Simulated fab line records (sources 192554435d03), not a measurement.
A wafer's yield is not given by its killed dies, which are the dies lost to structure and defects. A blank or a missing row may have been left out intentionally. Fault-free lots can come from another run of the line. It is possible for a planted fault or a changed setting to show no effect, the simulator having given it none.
A lot that was struck, set against a sound lot    flow n5-finfet    15 out of 1938 route steps
Sound: these wafers, L800.3, L800.4, L800.6. Struck: wafer L798.5. (L798.1, L798.6 of the same lot were not struck and are left out.) The cause comes at the end.
At each step with rows: each side's tool, then ch and its chambers, then its first start. Under that, the readings that differ: sound wafers    struck wafers    difference of the means    sigmas: that difference in standard deviations of wafers without a fault.
alike: words and numbers the same on both sides, and readings whose means are apart by under 2 such deviations; not compared: readings that were withheld, readings missing a value for some wafer, numbers with overlapping values and no deviation given by the record, and bounds like >300 which may hide the same value.
A row with sigmas, a row that says differs or no value, or rows on one side alone: a step with any of these is where the two part. Numbers that don't overlap but have no deviation are shown without sigmas and don't part them. Lack of a reading on every wafer of one side parts them only where that side has two or more wafers.

first, 1 step without rows for these wafers: N5_BEOL_M0_SAQP_STRIP_80 (strips in N2/H2).
N5_BEOL_M0_SAQP_HM_OPEN_112: chemistry CHF3/O2, target SiO2, stops on a-Si, target depth 12 nm, time 13.5 s.
  sound on rie-diel-05 ch 0,3, day 9 00:42; struck on rie-diel-02 ch 3, day 8 17:14
  alike: drypump-motor-current-A, oes_o_777_au, oes-product-au, rf-vpp-V, showerhead-plenum-p-Torr, throttle-valve-pct
  not compared: rf-hours-counter-h
then, 2 steps without rows for these wafers: N5_BEOL_M0_SAQP_STRIP_113 (strips in CHF3/O2); N5_BEOL_M0_SAQP_MANDREL_ETCH_20 (etches a-Si in HBr/Cl2, stops on SiNx, target depth 60 nm, bt time 10 s, time 30 s).
N5_BEOL_M0_SAQP_STRIP_86: strips in N2/H2.
  sound on rie-diel-02 ch 0,3, day 9 00:53; struck on rie-diel-06 ch 1, day 8 17:26
reading                      sound        struck  difference  sigmas
drypump-motor-current-A (A)  5.2 5.5 5.5  6.6     +1.2        +2
  alike: oes-product-au, rf-vpp-V, showerhead-plenum-p-Torr, temp-c, throttle-valve-pct
  not compared: rf-hours-counter-h
then, 3 steps without rows for these wafers: N5_BEOL_M0_SAQP_STRIP_115 (strips in post etch residue remover, time 60 s); N5_BEOL_M0_SAQP_SRD_93 (time 30 s); N5_BEOL_M0_SAQP_RECESS_114 (chemistry HF/NH3, target SiO2, target depth 14.4 nm, afs cycles 3, sublimation time 60 s).
N5_BEOL_M0_SAQP_SPACER1_ALD_98: deposits SiO2, target thk 12.8 nm, pulse time 1 s, purge time 2 s.
  sound on ald-sin-03 ch 2,3, day 9 01:34; struck on ald-sin-03 ch 3, day 8 18:46
  alike: heater-power-w, precursor-pulse-height-rel
N5_BEOL_M0_SAQP_SPACER1_ETCHBACK_99: etches SiO2 in CHF3/O2, target depth 15.4 nm, time 7.7 s.
  sound on rie-diel-02 ch 0,2,3, day 9 02:03; struck on rie-diel-02 ch 1, day 8 19:15
reading                sound           struck  difference  sigmas
oes_o_777_au (a.u.)    0.91 0.76 0.73  1.02    +0.22       +3
oes-product-au (a.u.)  0.96 0.73 0.73  1.02    +0.21       +2
  alike: drypump-motor-current-A, rf-vpp-V, showerhead-plenum-p-Torr, throttle-valve-pct
  not compared: rf-hours-counter-h
then, 1 step without rows for these wafers: N5_BEOL_M0_SAQP_MANDREL1_REMOVE_100 (chemistry HBr/Cl2/O2, target a-Si, stops on SiNx, bt time 10 s).
N5_BEOL_M0_SAQP_CD_MEAS_25 targets a cd of 13.1 nm.
  sound on cd-sem-02 ch 0, day 9 02:15; struck on cd-sem-01 ch 0, day 8 19:26
  alike: cd-nm
N5_BEOL_M0_SAQP_ETCH_101: etches SiNx in CH3F/O2, target depth 29.9 nm, time 42.7 s.
  sound on rie-diel-05 ch 2,3, day 9 02:17; struck on rie-diel-02 ch 0, day 8 19:29
reading                   sound              struck  difference  sigmas
CH3F_flow_sccm (sccm)     29.85 29.74 29.96  30.14   +0.29       +3
oes-product-au (a.u.)     0.72 0.73 0.72     0.92    +0.20       +2
model.etch.depth-nm (nm)  30.02 29.69 29.77  41.69   +11.86      
  alike: drypump-motor-current-A, oes_o_777_au, rf-vpp-V, showerhead-plenum-p-Torr, throttle-valve-pct
  not compared: rf-hours-counter-h
N5_BEOL_M0_SAQP_ETCH_102: etches SiO2 in CF4, target depth 4 nm, time 4.4 s.
  sound on rie-si-05 ch 1,3, day 9 02:23; struck on rie-si-05 ch 1, day 8 19:35
  alike: drypump-motor-current-A, oes-product-au, throttle-valve-pct
  not compared: rf-hours-counter-h
-- the record jumps here: 2 days lie between the struck wafers' starts before and after (it left off in module BEOL_M0_SAQP and takes up again in module BEOL_M4, whose first step shown is number 1111 of the route) --
N5_BEOL_M4_RC_MEAS_101:
  sound on prober-01 ch 0, day 11 05:13; struck on prober-02 ch 0, day 11 04:07
reading    sound           struck  difference  sigmas
VT_P (mV)  -250 -245 -246  -254    -7          -2
  alike: DIBL_N, DIBL_P, IOFF_N, IOFF_P, ION_N, ION_P, SS_N, SS_P, VT_N

## WHERE THEY PART
First at N5_BEOL_M0_SAQP_STRIP_86; last, within this record, at N5_BEOL_M4_RC_MEAS_101.

WHY: what the simulator had put in
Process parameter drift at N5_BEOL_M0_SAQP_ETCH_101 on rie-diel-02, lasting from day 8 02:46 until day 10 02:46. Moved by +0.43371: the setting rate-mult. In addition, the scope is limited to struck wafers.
